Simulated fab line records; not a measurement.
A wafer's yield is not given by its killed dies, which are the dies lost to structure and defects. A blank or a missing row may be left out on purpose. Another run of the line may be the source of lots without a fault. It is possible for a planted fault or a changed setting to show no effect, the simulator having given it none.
fab line records | flow n5Finfet
record lots=4 wafers=12 lastDay=15
route steps=1938 shown BEOL_M3@961 PASSIVATION@1936
lots that met no fault: from a run of the same line without faults
startH: hours from the record's opening day to when the first of the lot's shown wafers began | waitH: hours elapsed since this lot's preceding step | " the same as in the row above | L1.1+2: one row covering several wafers at once | - no value present, or no start provided | * or withheld: withheld | < > ~ a bound
route shown NAME@n: names a module that has steps shown in the file, with the first one's number in the route | usual: average and standard deviation across the fault-free wafers | same: alike in all rows | chamber/n: place in a boat | sites: readings site by site | _std_site: standard deviation across them | _edge_site: mean of outer sites minus mean of inner sites | radiusMm: for every site, how far away it sits from the centre of the wafer | mask NAME#n: copy n | behind: the most recent tool/chamber to have shaped the wafer | hold: what put the lot on hold/how long, in hours/how the hold closed | device: the n, p or np transistor that did not switch | end of line: at the end of the route, the tests of the same wafers | a step without rows: its recipe alone | killed: the dies lost at the first sort to structure and to defects; this is not the yield of the wafer | map: a wafer's dies, marking killed ones x, the rest . and places with no die _
set.NAME: the run value of the setting; set.NAME@STEP: its run value at that earlier step | model.NAME: the simulator's own value behind a step, which no gauge read
certain route steps with their lots: each step a table, each wafer a row
services: from which hour (startH, from the record's first day; less than 0 if before it) a tool's chamber was out of use, for how many hours, and why
## steps
# step N5_BEOL_M3_EBR_24
# recipe solvent=PGMEA ebrWidthMm=1.5
# step N5_BEOL_M3_SOFTBAKE_23
# recipe tempC=110 timeS=60 resist=CAR-EUV
# step N5_BEOL_M3_EXPOSE_25
# recipe maskId=V2 na=0.33 sourceShape=quasar sigmaInner=0.2 sigmaOuter=0.8 polarization=unpolarized defocusNm=5 doseMj=63
# step N5_BEOL_M3_PEB_26
# recipe pebTempC=100 pebTimeS=60 resist=CAR-EUV
# step N5_BEOL_M3_DEVELOP_27
# recipe developTimeS=30 developer=TMAH resist=CAR-EUV rinseLiquid=surfactantRinse dry=airSpin devTempC=23
# step N5_BEOL_M3_DESCUM_33
# recipe chemistry=O2 timeS=7 sourcePowerW=50 biasPowerW=20 pressureMtorr=20 rfFrequencyHz=2.712e+07 tempC=40 resist=CAR-EUV o2FlowSccm=225
# step N5_BEOL_M3_ETCH_77
# recipe chemistry=N2/H2 target=underlayer targetDepthA=65 maskMaterial=CAR-EUV timeS=5.2 ionEnergyEv=200 pressureMtorr=30 sourceW=840 biasW=150 n2FlowSccm=200 h2FlowSccm=200 ends=cleared
# step N5_BEOL_M3_ETCH_69
# recipe chemistry=CF4 target=SiARC targetDepthA=156 maskMaterial=CAR-EUV timeS=26 ionEnergyEv=80 pressureMtorr=40 sourceW=545 biasW=36 Ar_flow_sccm=100 cf4FlowSccm=100 ends=cleared
# step N5_BEOL_M3_ALD_98
# recipe material=SiO2 targetThkA=25 tempC=100 aldPrecursorFamily=BDEAS aldCoReactant=O2-plasma pulseTimeS=1 coReactantPulseTimeS=1 purgeTimeS=2 coReactantPurgeTimeS=2 aldCycles=17 pressureTorr=2
# step N5_BEOL_M3_ETCHBACK_99
# recipe chemistry=CHF3 target=SiO2 targetDepthA=50 timeS=10.4 sourceW=215 biasW=47 Ar_flow_sccm=200 CHF3_flow_sccm=12 ionEnergyEv=100 pressureMtorr=30
# usual CHF3_flow_sccm=12.00/0.04 drypumpMotorCurrentA=5.5/0.53 oesProductAu=0.77/0.077 rfVppV=242/4 showerheadPlenumPTorr=2.16/0.075 throttleValvePct=17.16/0.22
# same timeS=10.4
# columns lot.wafer tool chamber startH waitH CHF3_flow_sccm drypumpMotorCurrentA oesProductAu rfHoursCounterH rfVppV showerheadPlenumPTorr throttleValvePct
L395.2 rieDiel-04 1 146.16 2.0 12.04 4.9 0.75 148 244 2.25 17.46
L395.4 " 0 " " 12.04 5.3 0.76 140 246 2.15 16.80
L395.6 " 2 " " 12.10 5.1 0.73 - 235 2.05 17.10
L396.1 rieDiel-03 2 158.98 2.6 11.98 6.1 0.71 226 247 2.21 17.13
L396.3 " 2 " " 11.98 6.1 0.71 - 247 2.21 17.14
L396.5 " 1 " " 11.97 6.0 0.73 - 238 2.15 17.22
L406.1 rieDiel-04 3 226.03 1.8 11.99 4.9 0.73 176 246 2.22 17.21
L406.3 " 0 " " 12.05 5.3 0.73 166 246 2.14 16.85
L406.4 " 1 " " 12.01 4.9 0.72 - 243 2.24 17.51
L407.2 rieDiel-04 3 243.71 8.9 11.93 4.9 0.74 181 246 2.22 17.21
L407.4 " 2 " " 12.01 5.1 0.71 209 234 2.04 17.14
L407.6 " 2 " " 12.03 5.1 0.70 - 235 2.04 17.16
# step N5_BEOL_M3_ETCH_70
# recipe chemistry=N2/H2 target=SOC targetDepthA=800 overetchA=160 maskMaterial=SiARC tempC=40 timeS=120 ionEnergyEv=200 pressureMtorr=30 sourceW=840 biasW=150 n2FlowSccm=200 h2FlowSccm=200
# step N5_BEOL_M3_STRIP_71
# recipe chemistry=N2/H2 tempC=40 n2FlowSccm=200 h2FlowSccm=200 rfFrequencyHz=6e+07
# step N5_BEOL_M3_STRIP_78
# recipe chemistry=N2/H2 tempC=40 n2FlowSccm=200 h2FlowSccm=200 rfFrequencyHz=6e+07
# step N5_BEOL_M3_VIA_ETCH_34
# recipe chemistry=C4F6/O2 targetDepthA=694 maskMaterial=SOC pressureMtorr=15 ionEnergyEv=250 taperDeg=4 timeS=65.9 sourceW=350 biasW=170 Ar_flow_sccm=300 C4F6_flow_sccm=10 O2_flow_sccm=10
# step N5_BEOL_M3_STRIP_83
# recipe chemistry=C4F6/O2 resist=SiARC rfFrequencyHz=6e+07
# step N5_BEOL_M3_STRIP_36
# recipe chemistry=N2/H2 powerW=450 tempC=40 pressureMtorr=20 rfFrequencyHz=6e+07 overashFraction=0.3 biasPowerW=7 h2Frac=0.5 n2FlowSccm=200 h2FlowSccm=200
# step N5_BEOL_M3_TRENCH_ETCH_37
# recipe chemistry=C4F6/O2 targetDepthA=555.55 target=SiOC timeS=29.2 ionEnergyEv=250 pressureMtorr=30 sourceW=355 biasW=185 Ar_flow_sccm=300 C4F6_flow_sccm=10 O2_flow_sccm=10
# step N5_BEOL_M3_ETCH_41
# recipe chemistry=CH3F/O2 target=SiCN targetDepthA=299 taperDeg=2 timeS=52.5 ionEnergyEv=120 maskMaterial=TiN pressureMtorr=30 sourceW=395 biasW=75 Ar_flow_sccm=150 CH3F_flow_sccm=30 O2_flow_sccm=20
# step N5_BEOL_M3_STRIP_97
# recipe chemistry=N2/H2 timeS=10 powerW=450 tempC=40 pressureMtorr=20 rfFrequencyHz=6e+07 biasPowerW=7 n2FlowSccm=200 h2FlowSccm=200
# step N5_BEOL_M3_HM_STRIP_39
# recipe chemistry=peroxideTinStrip material=TiN targetDepthA=250 tempC=50 timeS=158
# step N5_BEOL_M3_SRD_40
# recipe timeS=30 tempC=23 rinseLiquid=diw dry=ipaMarangoni
# step N5_BEOL_M3_PRECLEAN_42
# recipe chemistry=residueRemover timeS=60 tempC=40
# step N5_BEOL_M3_SRD_43
# recipe timeS=30 tempC=23 rinseLiquid=diw dry=ipaMarangoni
# step N5_BEOL_M3_DEGAS_44
# recipe ambient=vacuum tempC=250 timeS=60
# step N5_BEOL_M3_PRE_CLEAN_45
# recipe gas=H2/He timeS=30 tempC=250
# step N5_BEOL_M3_ALD_84
# recipe material=TaN targetThkA=* tempC=275 aldPrecursorFamily=PDMAT aldCoReactant=NH3 pressureTorr=3 carrierFlowSccm=1500 pulseTimeS=2 purgeTimeS=3 coReactantPurgeTimeS=2 coReactantPulseTimeS=3 aldCycles=30 precursorVesselTempC=75 precursorVesselPressureTorr=26.25 precursorVesselCarrierSccm=1000
# step N5_BEOL_M3_SURFACE_TREAT_85
# recipe gas=Ar timeS=* ionEnergyEv=* ionCurrentMaCm2=0.5 pressureMtorr=* arFlowSccm=30
# step N5_BEOL_M3_CVD_47
# recipe material=Co targetThkA=30 tempC=withheld precursor=CCTBA/H2 pressureTorr=30 timeS=223.8
# step N5_BEOL_M3_SPUTTER_48
# recipe material=Cu targetThkA=45 tempC=-20 chamberPressurePa=0.07 powerW=withheld timeS=8.29
# step N5_BEOL_M3_ANNEAL_49
# recipe tempC=400 timeS=240 ambient=vacuum
# step N5_BEOL_M3_SPUTTER_79
# recipe material=Cu targetThkA=45 tempC=-20 chamberPressurePa=0.07 powerW=withheld timeS=8.29
# step N5_BEOL_M3_ANNEAL_80
# recipe tempC=400 timeS=240 ambient=vacuum
# step N5_BEOL_M3_SPUTTER_81
# recipe material=Cu targetThkA=45 tempC=-20 chamberPressurePa=0.07 powerW=withheld timeS=8.29
# step N5_BEOL_M3_ANNEAL_82
# recipe tempC=400 timeS=240 ambient=vacuum
# step N5_BEOL_M3_SPUTTER_86
# recipe material=Cu targetThkA=45 tempC=-20 chamberPressurePa=0.07 powerW=withheld timeS=8.29
# step N5_BEOL_M3_ANNEAL_87
# recipe tempC=400 timeS=240 ambient=vacuum
# step N5_BEOL_M3_SPUTTER_88
# recipe material=Cu targetThkA=45 tempC=-20 chamberPressurePa=0.07 powerW=withheld timeS=8.29
# step N5_PASSIVATION_PROBE_49
# usual defectLimitedYield=91.4/1.5 killed_at_M0_to_M3=35/12 killed_at_M4_up=13/5.8 killedAtContacts=12/5.5 killedAtFrontEnd=36/9.9 killedAtOther=4/3.7 killedDies=101/18 killedOpen=66/13 killedShort=33/8 sort_bin_5_function=5.0/1 sort_bin_6_memory=3.2/0.67 sortNPass=1079/18 sortYieldPct=91.4/1.5
# same grossDies=1180 killedAtBackSide=0 sort_bin_4_leakage[%]=0 sort_bin_8_speed[%]=0
# columns lot.wafer tool chamber startH waitH defectLimitedYield[%] killed_at_M0_to_M3 killed_at_M4_up killedAtContacts killedAtFrontEnd killedAtOther killedDies killedOpen killedShort sort_bin_5_function[%] sort_bin_6_memory[%] sortNPass sortYieldPct[%]
L406.1 prober-02 - 365.02 0.0 87.1 87 10 13 38 4 152 49 31 8.1 3.3 1028 87.1
L406.3 prober-02 - 365.12 0.1 83.0 135 8 14 35 9 201 62 29 10.4 4.1 979 83.0
L406.4 prober-02 - 365.17 0.2 82.2 136 10 13 41 10 210 62 34 10.8 4.6 970 82.2
L407.2 prober-01 - 368.89 0.1 86.9 96 11 3 42 3 155 48 30 6.9 4.2 1025 86.9
L407.4 prober-01 - 368.99 0.2 84.3 149 8 3 24 1 185 51 19 9.8 3.6 995 84.3
L407.6 prober-01 - 369.09 0.3 85.2 126 7 6 32 4 175 45 24 9.7 3.2 1005 85.2
# killed by level:class
L406.1 BEOL_M3:unspecified=70 MOL_CONTACT_COAG:geometricParticle:open=10 BEOL_M0_SAQP:geometricParticle:open=8 BEOL_M0_SAQP:geometricParticle:short=8 FIN_SAQP:geometricParticle:short=6 FIN_SAQP:geometricParticle:open=6 GATE_CUT:geometricParticle:open=6 GATE_CUT:geometricParticle:short=4
L406.3 BEOL_M3:unspecified=108 MOL_CONTACT_COAG:geometricParticle:open=13 BEOL_M0_SAQP:geometricParticle:short=11 FIN_SAQP:geometricParticle:open=9 BEOL_M1:geometricParticle:open=6 BEOL_M4:geometricParticle:open=5 BEOL_M0:geometricParticle:open=5 STI_FIN_REVEAL:geometricParticle:open=4
L406.4 BEOL_M3:unspecified=113 MOL_CONTACT_COAG:geometricParticle:open=11 BEOL_M0_SAQP:geometricParticle:short=8 STI_FIN_REVEAL:geometricParticle:open=8 BEOL_M4:geometricParticle:open=7 STARTING-WAFER:geometricParticle:open=5 STI_FIN_REVEAL:geometricParticle:short=4 BEOL_M0_SAQP:geometricParticle:open=4
L407.2 BEOL_M3:unspecified=74 GATE_CUT:geometricParticle:short=7 FIN_SAQP:geometricParticle:open=6 SPACER0:geometricParticle:open=6 BEOL_M3:geometricParticle:open=6 BEOL_M1:geometricParticle:open=5 DUMMY_GATE:geometricParticle:short=4 SPACER0:geometricParticle:short=4
L407.4 BEOL_M3:unspecified=114 BEOL_M0_SAQP:geometricParticle:open=9 BEOL_M0_SAQP:geometricParticle:short=8 STI_FIN_REVEAL:geometricParticle:open=6 DUMMY_GATE:geometricParticle:open=6 BEOL_M3:geometricParticle:open=6 BEOL_M2:geometricParticle:open=5 BEOL_M5:geometricParticle:open=4
L407.6 BEOL_M3:unspecified=104 DUMMY_GATE:geometricParticle:open=7 BEOL_M3:geometricParticle:open=7 MOL_CONTACT_COAG:geometricParticle:open=5 FIN_SAQP:geometricParticle:short=4 SPACER0:geometricParticle:open=4 BEOL_M0_SAQP:geometricParticle:short=4 BEOL_M0_SAQP:geometricParticle:open=3
# map L406.4 (x killed, . not)
_________________............________________
______________....x............._____________
___________......................x.__________
__________..x.................x....._________
________....x........x............x..._______
_______......x...........x.............______
______..xx............................x._____
_____.....x...........................x.x____
____....x..........x.....x..x.x...........___
___..x.x...xx............xx...........x..x.__
___x.............x..........xx....x.....x..__
__....x.......x..........................x.._
__............x..x.................x........_
_.......x.............x...x...........x....x.
_..............x.....x.xxx......x...........x
_............................................
_x..........x....................x..xx.......
_.............x...........x.......x..........
_...x.........x...x..x.x............x...x....
_.x.......x........x...................x.....
_.............x.x..x......x.............x.x..
__..........x.x.xxx.....xx.................._
__............xxxxxx...x......xx...x........_
___......x..x.xxxxxxxx.....................__
___......x.xxxxxxxxxxx.x...............x...__
____...x...x.xxxxxxxxxxxx.................___
_____...x.x.xxxxxxxxxxxxx.......x........____
______..x.xxxxxxxxxxxxx................._____
_______.xx..x.xxxxxxxxxx...............______
________...xxxxxxxxxxxxx.x.....x......_______
__________..x.xxxxxx.xx............._________
___________.....xxxxx..x...........__________
______________xx.........x..x.x._____________
_________________............________________
# map L407.4 (x killed, . not)
_________________..x.....x...________________
______________.................._____________
___________...................x...x__________
__________........x................._________
________.............x................_______
_______.....x......................x...______
______...x....................x........._____
_____......x......x...x.................x____
____......................................___
___.............x..........................__
___........................................__
__..x........x...............x....x........._
__..........x.............................x._
_...x.........x.......x.......x..............
_..................................x.x.......
_..x..........................xx.xx.xxx...x..
_......x.....xx..............xxxxxxxxxxx.x...
_...x...x.....x.............x.xxxxxxxxxx.x...
_..............x.........x..xxxxxxxxxx.xx....
_...............x.x........xxxxxxxxxxxxxx....
_.x....................x....xxxxxxxxxxxxxxx.x
__..x.......................xxxxxxxxxxxx.x.._
__..............x.....x......x.xxxxxxx.xxx.x_
___...............x....x....xxxxxxxxxxxx.xx__
___........x..x....xx.............xxxx.x...__
____...x..........x..xx.x......x...x......___
_____.............x.........x............____
______.............x...................._____
_______................................______
________...x........x................._______
__________....x....................._________
___________....x.........x.........__________
______________..............x..._____________
_________________....x....x..________________
## services
# columns tool chamber startH hours kind
rieDiel-03 3 153.55 - clean
rieDiel-03 3 153.55 - consumableReplace:focusRing
rieDiel-03 3 153.55 24.3 scheduledDown
rieDiel-03 3 153.55 24.3 ventCycle
rieDiel-03 0 154.99 7.7 repair
rieDiel-04 - 174.46 15.6 pm
rieDiel-03 0 196.77 6.4 repair
rieDiel-04 3 200.90 12.8 repair
rieDiel-04 2 216.19 9.9 repair
rieDiel-03 2 216.52 - clean
rieDiel-03 2 216.52 - consumableReplace:focusRing
rieDiel-03 2 216.52 17.4 scheduledDown
rieDiel-03 2 216.52 17.4 ventCycle
## key
firstSign step=N5_PASSIVATION_PROBE_49 reading=killed_at_M0_to_M3 direction=up sigmas=7.4 usual=35 struck=122
effect step=N5_PASSIVATION_PROBE_49 reading=defectLimitedYield direction=down sigmas=4.4 usual=91.4 struck=84.8
moreKillsBornAt N5_BEOL_M3_ETCHBACK_99@rieDiel-04=583
metAt N5_BEOL_M3_ETCHBACK_99
struckWafers L406.1,L406.3,L406.4,L407.2,L407.4,L407.6
onsetBetween 146.16 226.03
alsoFits time
fault kind=chamberParticleSource tool=rieDiel-04 chamber=- onsetH=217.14 steps=N5_BEOL_M3_ETCHBACK_99 ratePerVisitCm2=0.63314 endH=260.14
